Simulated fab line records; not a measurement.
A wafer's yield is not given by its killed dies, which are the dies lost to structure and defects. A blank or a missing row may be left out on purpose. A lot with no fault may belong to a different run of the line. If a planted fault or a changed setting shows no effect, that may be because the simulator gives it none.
What tool caused it? -- flow nand-harc -- 12 lots, 36 wafers sampled, at 6 steps of a route of 1302

== WHAT EACH GAUGE READ, for each wafer ==
NHARC_A_CONTACT_OVL_MEAS_09. Usual: overlay-x-nm -0.2 nm, standard deviation 0.77; overlay-y-nm -0.1 nm, standard deviation 0.79.
lot,measured,on,overlay-x-nm (nm),overlay-y-nm (nm),flag
L590,day 22 02:21,overlay-02,-1.0 -0.8 -0.7,1.4 1.2 1.3,
L591,day 22 20:45,overlay-01,-0.1 -0.2 -0.3,1.1 1.0 0.8,
L592,day 23 04:15,overlay-01,-1.1 -0.8 -1.5,-0.5 -0.4 -0.5,
L593,day 23 04:56,overlay-01,0.7 0.4 0.3,-0.2 -0.1 -0.6,
L596,day 24 22:19,overlay-01,0.8 1.0 1.5,1.0 1.6 1.1,
L599,day 26 10:04,overlay-02,7.4 6.5 6.9,-0.6 -0.1 -0.5,OFF
L602,day 27 03:49,overlay-01,6.9 6.3 6.4,-0.1 -0.4 -0.1,OFF
L603,day 28 07:05,overlay-01,-0.9 -1.1 -0.5,0.5 0.7 0.8,
L604,day 28 11:27,overlay-01,-1.0 -0.3 -0.5,0.5 -0.2 0.8,
L609,day 29 19:10,overlay-02,1.2 1.2 0.8,0.8 0.6 0.6,
L610,day 30 08:23,overlay-01,-1.4 -1.5 -1.5,-0.1 -0.8 -1.0,
L612,day 31 21:02,overlay-01,0.3 0.6 0.1,-0.1 0.2 -0.5,

NHARC_END_SORT_01. Usual: killed-at-array 56, standard deviation 19; killed-at-other 0.8, standard deviation 1.1; killed-at-periphery 3.4, standard deviation 2.5; killed-dies 60, standard deviation 19; killed-open 2.9, standard deviation 1.7; killed-short 2.4, standard deviation 1.6.
lot,measured,on,killed-at-array,killed-at-other,killed-at-periphery,killed-dies,killed-open,killed-short,flag
L602,day 29 09:18,prober-02,48 50 59,0 0 0,2 4 6,50 54 65,2 2 3,0 0 3,
L604,day 30 17:04,prober-02,23,0,4,27,4,1,

== TOOL THAT RAN EACH LOT (tool first, then ch and the chambers of the sampled wafers, then the start) ==
lot,NHARC_A_CONTACT_ETCH_106,NHARC_A_CONTACT_EXPOSE_05,NHARC_A_CONTACT_ETCH_31,NHARC_A_CONTACT_ETCH_135
L590,"rie-diel-03 ch 1,2, day 21 23:08","arfi-scanner-02 ch 0, day 22 02:07","rie-diel-03 ch 0,1,2, day 22 03:49 or earlier","har-cap-etch-02 ch 0,1, day 22 03:49"
L591,"rie-diel-03 ch 0,1,2, day 22 15:48","arfi-scanner-01 ch 0, day 22 20:32","rie-diel-03 ch 1,2,3, day 22 23:01 or earlier","har-cap-etch-02 ch 0,1, day 22 23:01"
L592,"rie-diel-03 ch 1,2,3, day 23 00:01","arfi-scanner-02 ch 0, day 23 04:02","rie-diel-02 ch 1,2,3, day 23 05:46 or earlier","har-cap-etch-02 ch 0,1, day 23 05:46"
L593,"rie-diel-02 ch 0,2,3, day 23 01:28","arfi-scanner-03 ch 0, day 23 04:43","rie-diel-03 ch 1,2, day 23 06:22 or earlier","har-cap-etch-03 ch 0,1, day 23 06:22"
L596,"rie-diel-03 ch 1,2, day 24 19:06","arfi-scanner-03 ch 0, day 24 22:06","rie-diel-03 ch 0,1,2, day 25 00:11 or earlier","har-cap-etch-02 ch 0,1, day 25 00:11"
L599,"rie-diel-02 ch 2,3, day 26 06:47","arfi-scanner-02 ch 0, day 26 09:50","rie-diel-03 ch 1,3, day 26 11:29 or earlier","har-cap-etch-03 ch 0,1, day 26 11:29"
L602,"rie-diel-03 ch 0,1,3, day 26 23:50","arfi-scanner-02 ch 0, day 27 03:35","rie-diel-03 ch 1,2,3, day 27 05:14 or earlier","har-cap-etch-03 ch 0,1, day 27 05:14"
L603,"rie-diel-12 ch 0,3, day 28 02:17","arfi-scanner-01 ch 0, day 28 06:51","rie-diel-12 ch 0,1,2, day 28 08:38 or earlier","har-cap-etch-01 ch 0,1, day 28 08:38"
L604,"rie-diel-03 ch 0,1, day 28 07:36","arfi-scanner-03 ch 0, day 28 11:14","rie-diel-12 ch 0,1, day 28 12:35","har-cap-etch-03 ch 0,1, day 28 13:27"
L609,"rie-diel-12 ch 2,3, day 29 09:20","arfi-scanner-01 ch 0, day 29 18:56","rie-diel-03 ch 1,3, day 29 20:43 or earlier","har-cap-etch-01 ch 0,1, day 29 20:43"
L610,"rie-diel-03 ch 1,2, day 30 05:08","arfi-scanner-01 ch 0, day 30 08:10","rie-diel-03 ch 1,2,3, day 30 10:07 or earlier","har-cap-etch-03 ch 0,1, day 30 10:07"
L612,"rie-diel-12 ch 0,3, day 31 14:58","arfi-scanner-03 ch 0, day 31 20:49","rie-diel-03 ch 0,3, day 31 23:12 or earlier","har-cap-etch-01 ch 0,1, day 31 23:12"
- NHARC_A_CONTACT_ETCH_106: etches the open film in CF4/O2, target depth 90 nm, overetch 9 nm, time 49.5 s.
- NHARC_A_CONTACT_EXPOSE_05: exposes mask A CC.
- NHARC_A_CONTACT_ETCH_31: etches the open film in O2/COS, target depth 2800 nm, time 728 s.
- NHARC_A_CONTACT_ETCH_135: etches the open film in C4F8/O2/Ar, time 311 s, target depth 1912 nm.

== WHAT THE TOOLS THEMSELVES READ (means of the sampled wafers that have a number; where no wafer has one, the mark that the record gives instead) ==
NHARC_A_CONTACT_ETCH_106. Usual: drypump-motor-current-A 5.7 A, standard deviation 0.33; oes-product-au 1.000 a.u., standard deviation 0.011; rf-vpp-V 198.0 V, standard deviation 1.3; showerhead-plenum-p-Torr 1.34 Torr, standard deviation 0.046; throttle-valve-pct 13.398 %, standard deviation 0.0085.
lot,tool,drypump-motor-current-A (A),oes-product-au (a.u.),rf-vpp-V (V),showerhead-plenum-p-Torr (Torr),throttle-valve-pct (%),flag
L590,rie-diel-03,6.1,1.018,197.6,1.29,13.405,
L591,rie-diel-03,5.8,1.015,197.8,1.30,13.396,
L592,rie-diel-03,5.7,1.014,197.1,1.31,13.395,
L593,rie-diel-02,5.7,0.998,198.4,1.36,13.393,
L596,rie-diel-03,5.9,1.006,197.5,1.30,13.393,
L599,rie-diel-02,5.5,0.998,197.5,1.34,13.392,
L602,rie-diel-03,5.4,1.004,197.8,1.31,13.395,
L603,rie-diel-12,5.8,0.986,200.2,1.40,13.396,
L604,rie-diel-03,5.5,0.979,197.9,1.31,13.404,
L609,rie-diel-12,5.8,0.990,199.3,1.40,13.405,
L610,rie-diel-03,6.1,1.003,197.3,1.29,13.400,
L612,rie-diel-12,5.8,1.007,198.5,1.36,13.393,

NHARC_A_CONTACT_ETCH_31. Usual: drypump-motor-current-A 5.7 A, standard deviation 0.41; oes-product-au 1.002 a.u., standard deviation 0.0099; rf-vpp-V 313.5 V, standard deviation 1.1; showerhead-plenum-p-Torr 3.07 Torr, standard deviation 0.061; throttle-valve-pct 28.329 %, standard deviation 0.0089.
lot,tool,drypump-motor-current-A (A),oes-product-au (a.u.),rf-vpp-V (V),showerhead-plenum-p-Torr (Torr),throttle-valve-pct (%),flag
L590,rie-diel-03,5.8,1.019,312.8,3.06,28.326,
L591,rie-diel-03,5.7,1.005,312.4,3.06,28.330,
L592,rie-diel-02,5.6,1.004,313.0,3.07,28.323,
L593,rie-diel-03,6.1,1.006,313.0,3.03,28.324,
L596,rie-diel-03,5.8,1.000,312.8,3.05,28.327,
L599,rie-diel-03,5.4,1.008,313.8,3.07,28.335,
L602,rie-diel-03,5.7,1.002,313.2,3.05,28.327,
L603,rie-diel-12,5.8,1.003,314.6,3.13,28.324,
L604,rie-diel-12,5.8,1.003,313.4,3.11,28.323,
L609,rie-diel-03,5.5,0.989,313.9,3.05,28.333,
L610,rie-diel-03,5.8,0.996,312.8,3.04,28.323,
L612,rie-diel-03,5.4,0.999,313.3,3.08,28.323,

== THE ANSWER, worked out from the rows above alone ==
Rule: lot off if the mean of its wafers having a number is beyond 3 standard deviations from the usual mean. Also off: a lot with no number at a reading for which 4 or more lots have one. The other lots that the step has rows for count as sound. After the gauges, taken in route order, come the tools' own readings; for these a lot's mean is taken, as printed above. The first step at which some lot is off is used, and at that step the reading that is off furthest; a lot without a number counts as furthest.
Off, at NHARC_A_CONTACT_OVL_MEAS_09 on overlay-x-nm: L599, L602.
A tool fits if, at a process step before that reading, it ran every lot that is off, and no sound lot after the first of them. Gauges at NHARC_A_CONTACT_OVL_MEAS_09: tried the same way as those tools. One candidate fits, namely arfi-scanner-02 at NHARC_A_CONTACT_EXPOSE_05. Its last sound lot is L592 (day 23 04:02), its first lot that is off L599 (day 26 09:50): a fault that began between those two fits.

== WHAT WAS PUT IN BY THE SIMULATOR ==
Scanner matching overlay: arfi-scanner-02, from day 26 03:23 on, at NHARC_A_CONTACT_EXPOSE_05. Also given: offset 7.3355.
Struck lots among those shown: L599, L602. The rule given above showed the same thing.
